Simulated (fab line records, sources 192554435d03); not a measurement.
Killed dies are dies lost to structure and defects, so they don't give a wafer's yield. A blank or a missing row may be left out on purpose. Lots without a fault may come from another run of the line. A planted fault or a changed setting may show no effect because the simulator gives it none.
Problem report in the 8D (eight disciplines) form, filled by code | flow n5_finfet | the parts of the form that need people (team, actions taken, sign-off) are left out

1. THE PROBLEM
MD_CAP_THK at N5_MOL_CONTACT_COAG_THK_MEAS_29 reads a mean of 7.72 nm on 3 wafers of 2 lots; wafers without a fault read 17.96 nm with a standard deviation of 0.1. That is -99 or more standard deviations from the usual mean.
First seen on wafer L968.5, day 7 02:07, on film_metro-01. The record holds 23 wafers of 8 lots with a number at this step. Rule for "out", or "out of limits": more than 4 standard deviations from the usual mean. The other wafers with a number count as sound.

2. WHAT IT IS AND WHAT IT IS NOT
question                    | is                           | is not
which readings at this step | MD_CAP_THK                   | -
which lots                  | L968, L973                   | L962, L963, L969, L979, L983, L984
which wafers of those lots  | L968.5, L973.4, L973.5       | L968.1, L968.2
read on which gauges        | film_metro-01, film_metro-02 | -
when                        | from day 7 02:07             | up to then (8 sound wafers); but 12 sound wafers of L969, L979, L983, L984 came after

3. SUSPECTS, AND WHAT RULES EACH OUT
Counting: a tool at a process step up to the reading stays a suspect if it ran every lot that is out. Sound lots after the first of them don't rule it out here, since some wafers of a struck lot are sound.
- the gauge at N5_MOL_CONTACT_COAG_THK_MEAS_29: ruled out. The wafers that are out were read on 2 gauges (film_metro-01, film_metro-02).
- ald_sin-03 at N5_GATE_CUT_SAC_CAP_01 (material SiNx, target thk 24 nm, pulse time 1 s, ald cycles 480): kept. It ran every lot that is out, first L968 (day 6 10:56); its last sound lot up to then is L963 (day 4 20:07).
- pecvd-03 at N5_GATE_CUT_PECVD_57 (deposits SiNx from SiH4/NH3/N2, target thk 21 nm): kept. It ran every lot that is out, first L968 (day 6 13:08); its last sound lot up to then is L963 (day 4 22:19).
Left after counting: ald_sin-03 at N5_GATE_CUT_SAC_CAP_01, pecvd-03 at N5_GATE_CUT_PECVD_57.

4. THE CAUSE (what the simulator had put in)
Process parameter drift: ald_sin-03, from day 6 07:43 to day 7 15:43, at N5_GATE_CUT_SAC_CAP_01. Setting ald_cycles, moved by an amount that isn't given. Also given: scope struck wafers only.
Counting left 2 suspects, and this tool is among them.

5. THE CHAIN OF EFFECTS, in route order
Each row: a reading whose mean over the struck wafers that have a number lies more than 3 standard deviations from the usual. Only readings for which the record gives a usual standard deviation are gone through. hours: the time from each lot's start at the first step in this table that gives one to its start at this step, as a median over the lots. sigmas: the change in usual standard deviations.
hours | step                            | reading           | usual    | on struck wafers | change | sigmas
0     | N5_MOL_CONTACT_COAG_THK_MEAS_29 | MD_CAP_THK        | 17.96 nm | 7.72             | -10.24 | -99 or more
2     | N5_MOL_CONTACT_COAG_ETCH_47     | etch_rf_on_time_s | 31.3 s   | 13.5             | -17.8  | -34
The process steps in it:
- N5_MOL_CONTACT_COAG_ETCH_47: etches SiNx in CH3F/O2, stops on W, target depth 27 nm.
Later measuring or inspecting steps at which every struck wafer that the step has a row for has a number for every such reading, and none has moved that far: N5_BEOL_M4_RC_MEAS_101.

6. WHAT WOULD HAVE CAUGHT IT SOONER
In this record the first reading out of limits at a measuring or inspecting step was taken at day 7 02:07, 18 hours after the fault began at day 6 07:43.
Of the tool readings at N5_GATE_CUT_SAC_CAP_01 for which the record gives a usual standard deviation, none was out on any struck wafer, so an alarm limit of 4 standard deviations on them would not have fired.
Of the lots that are out (2), L973 began N5_GATE_CUT_SAC_CAP_01 on ald_sin-03 after day 7 02:07. A hold on the tool at that time would have spared it.
